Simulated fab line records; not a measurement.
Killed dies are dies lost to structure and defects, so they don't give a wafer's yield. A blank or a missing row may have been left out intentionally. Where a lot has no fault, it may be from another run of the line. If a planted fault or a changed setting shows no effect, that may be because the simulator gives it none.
Split-lot experiment + flow n5Finfet + on a route of 1938 steps: 7 lots, 21 wafers read

## THE SPLIT ITSELF
At N5_BEOL_M7_DESCUM_33 (chemistry O2, time 7 s), the setting timeS was moved away from the recipe's 7 s on 5 of the 21 wafers read, by +5.9% to +18.7%. All remaining wafers had this setting at the recipe value.

The reading is taken at the split's own step.

## THE READING
CAR-EUV_of_BEOL_M7_COAT_22.thkNm (the simulator's own value, which no gauge read), in nm, at N5_BEOL_M7_DESCUM_33 (chemistry O2, time 7 s). There is no usual value for it anywhere in the file. Average 26.1 nm, standard deviation 0.099 nm, over the 16 wafers here run with the recipe.

| wafer  | tool, chamber at the split | timeS as run, s | against the recipe | CAR-EUV_of_BEOL_M7_COAT_22.thkNm, nm | against lot-mates on the recipe |
|--------|----------------------------|-----------------|--------------------|--------------------------------------|---------------------------------|
| L075.1 | rieDiel-01, 2,3,3          | 8.309           | +18.7%             | 25.4                                 | no lot-mate on the recipe       |
| L075.2 | rieDiel-01, 2,3,3          | 8.309           | +18.7%             | 25.4                                 | no lot-mate on the recipe       |
| L075.6 | rieDiel-01, 2,3,3          | 8.309           | +18.7%             | 25.4                                 | no lot-mate on the recipe       |
| L076.1 | rieDiel-02, 1,0,2          | 7               | recipe             | 26                                   | -                               |
| L076.3 | rieDiel-02, 1,0,2          | 7               | recipe             | 26                                   | -                               |
| L076.5 | rieDiel-02, 1,0,2          | 7               | recipe             | 26                                   | -                               |
| L080.2 | rieDiel-01, 1              | 7.488           | +7.0%              | 25.8                                 | -0.4                            |
| L080.3 | rieDiel-01, 3,0            | 7               | recipe             | 26.2                                 | -                               |
| L080.4 | rieDiel-01, 3,0            | 7               | recipe             | 26.2                                 | -                               |
| L083.3 | rieDiel-01, 0,3            | 7               | recipe             | 26.2                                 | -                               |
| L083.4 | rieDiel-01, 0,3            | 7               | recipe             | 26.2                                 | -                               |
| L083.5 | rieDiel-01, 1              | 7.414           | +5.9%              | 26                                   | -0.2                            |
| L084.1 | rieDiel-06, 2,0,0          | 7               | recipe             | 26                                   | -                               |
| L084.2 | rieDiel-06, 2,0,0          | 7               | recipe             | 26                                   | -                               |
| L084.5 | rieDiel-06, 2,0,0          | 7               | recipe             | 26                                   | -                               |
| L092.3 | rieDiel-02, 3,0,2          | 7               | recipe             | 26.2                                 | -                               |
| L092.4 | rieDiel-02, 3,0,2          | 7               | recipe             | 26.2                                 | -                               |
| L092.5 | rieDiel-02, 3,0,2          | 7               | recipe             | 26.2                                 | -                               |
| L094.1 | rieDiel-01, 1,3,2          | 7               | recipe             | 26                                   | -                               |
| L094.4 | rieDiel-01, 1,3,2          | 7               | recipe             | 26                                   | -                               |
| L094.5 | rieDiel-01, 1,3,2          | 7               | recipe             | 26                                   | -                               |
Where a row lists several chambers, the file gives one row for several wafers and doesn't say which wafer went through which chamber.

THE FIT
A straight line over all 21 wafers: CAR-EUV_of_BEOL_M7_COAT_22.thkNm changes by -0.0365 nm for each +1% of timeS; r = -0.93; the points scatter about the line by 0.096 nm.
The same after taking each lot's own level away (the mean of its wafers on the recipe; 18 wafers): -0.0476 nm for each +1%; r = -0.97; scatter 0.027 nm.
The reading moves by 0.89 nm for the largest change in timeS, on that fit.
The lots' own levels span 26.00 to 26.20 nm, that is 2.0 times the standard deviation above.
So the slope is not independent of the lot-to-lot level: the two fits are not the same.
Check: with one of the wafers moved furthest among these (+7.0%) left out of the fit, the line predicts -0.236 nm for it against its lot-mates. Against them it came out at -0.4 nm.

## ADDITIONAL SPLITS CARRIED BY THESE WAFERS
Other splits were also applied to these wafers ahead of the reading. Each is held against what the fit with the lots' levels taken away leaves over:
| other split on the same wafers  | wafers away from the commonest value | r with CAR-EUV_of_BEOL_M7_COAT_22.thkNm (lot level and that fit taken away) |
|---------------------------------|--------------------------------------|-----------------------------------------------------------------------------|
| N5_BEOL_M6_HM_DEP_02 targetThkA | 9                                    | -0.33                                                                       |
| N5_BEOL_M6_EXPOSE_08 doseMj     | 10                                   | -0.21                                                                       |
| N5_BEOL_M6_ETCH_66 biasW        | 4                                    | +0.01                                                                       |

## FILE'S OWN FIT
CAR-EUV_of_BEOL_M7_COAT_22.thkNm changes by -0.0475 nm for each +1% of timeS, r = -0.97.
